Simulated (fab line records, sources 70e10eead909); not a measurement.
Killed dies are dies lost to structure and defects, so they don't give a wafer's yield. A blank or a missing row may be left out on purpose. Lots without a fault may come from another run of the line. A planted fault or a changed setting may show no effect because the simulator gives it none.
Chamber matching | flow nand_harc | NHARC_A_STAIRCASE_ETCH_313 on rie_diel-13: 4 sister chambers
The step etches the open film in CF4/CHF3. 18 wafers are shown with their chamber, then 9 later ones without.

WAFERS WITH THEIR CHAMBER
wafer  | chamber | drypump_motor_current_A (A) | showerhead_plenum_p_Torr (Torr) | rf_vpp_V (V)
L074.2 | 0       | 5.9                         | 1.46                            | 366.9
L074.4 | 1       | 6.1                         | 1.58                            | 370.6
L074.6 | 2       | 5.4                         | 1.55                            | 370.0
L076.1 | 0       | 5.9                         | 1.46                            | 366.6
L076.2 | 3       | 5.5                         | 1.47                            | 368.0
L076.6 | 3       | 5.5                         | 1.47                            | 367.1
L080.1 | 0       | 5.9                         | 1.70                            | 374.4
L080.2 | 3       | 5.5                         | 1.47                            | 367.8
L080.4 | 2       | 5.4                         | 1.55                            | 369.7
L082.4 | 0       | 5.9                         | 1.70                            | 375.1
L082.5 | 1       | 6.1                         | 1.57                            | 369.9
L082.6 | 0       | 5.9                         | 1.70                            | 372.9
L083.2 | 0       | 5.9                         | 1.70                            | 372.7
L083.5 | 3       | 5.5                         | 1.47                            | 366.6
L083.6 | 2       | 5.3                         | 1.55                            | 370.3
L084.2 | 3       | 5.5                         | 1.47                            | 369.2
L084.3 | 0       | 5.9                         | 1.70                            | 375.9
L084.5 | 0       | 5.9                         | 1.70                            | 375.2

SIGNATURES (means of the wafers above)
reading                  | chamber 0 | chamber 1 | chamber 2 | chamber 3 | scatter within a chamber
drypump_motor_current_A  | 5.900     | 6.100     | 5.367     | 5.500     | 0.0218
showerhead_plenum_p_Torr | 1.6400    | 1.5750    | 1.5500    | 1.4700    | 0.0786
rf_vpp_V                 | 372.462   | 370.250   | 370.000   | 367.740   | 2.67
Rule: a wafer's distance from a chamber is the root of the sum, over the readings, of the square of ((its reading less the chamber's mean) divided by the reading's scatter). The wafer belongs to the nearest chamber; if the next one is less than 2 further off, it can't be placed. The scatter: the root of (the sum of the squares of (reading less its chamber's mean) over the shown wafers, divided by (wafers less chambers)).

WAFERS WITHOUT THEIR CHAMBER
wafer  | drypump_motor_current_A (A) | showerhead_plenum_p_Torr (Torr) | rf_vpp_V (V)
L090.2 | 6.1                         | 1.57                            | 370.6
L090.4 | 5.5                         | 1.46                            | 366.2
L090.5 | 5.9                         | 1.69                            | 374.8
L092.2 | 5.3                         | 1.55                            | 370.1
L092.4 | 5.5                         | 1.46                            | 368.0
L092.6 | 5.5                         | 1.46                            | 366.9
L093.1 | 5.5                         | 1.46                            | 367.3
L093.2 | 6.1                         | 1.56                            | 370.1
L093.6 | 5.5                         | 1.46                            | 365.5

WHICH CHAMBER EACH WENT THROUGH
wafer  | from the rows above | in truth
L090.2 | 1                   | 1
L090.4 | 3                   | 3
L090.5 | 0                   | 0
L092.2 | 2                   | 2
L092.4 | 3                   | 3
L092.6 | 3                   | 3
L093.1 | 3                   | 3
L093.2 | 1                   | 1
L093.6 | 3                   | 3
Placed correctly: 9 of 9. Can't be placed from these rows: 0. Placed wrongly: 0.
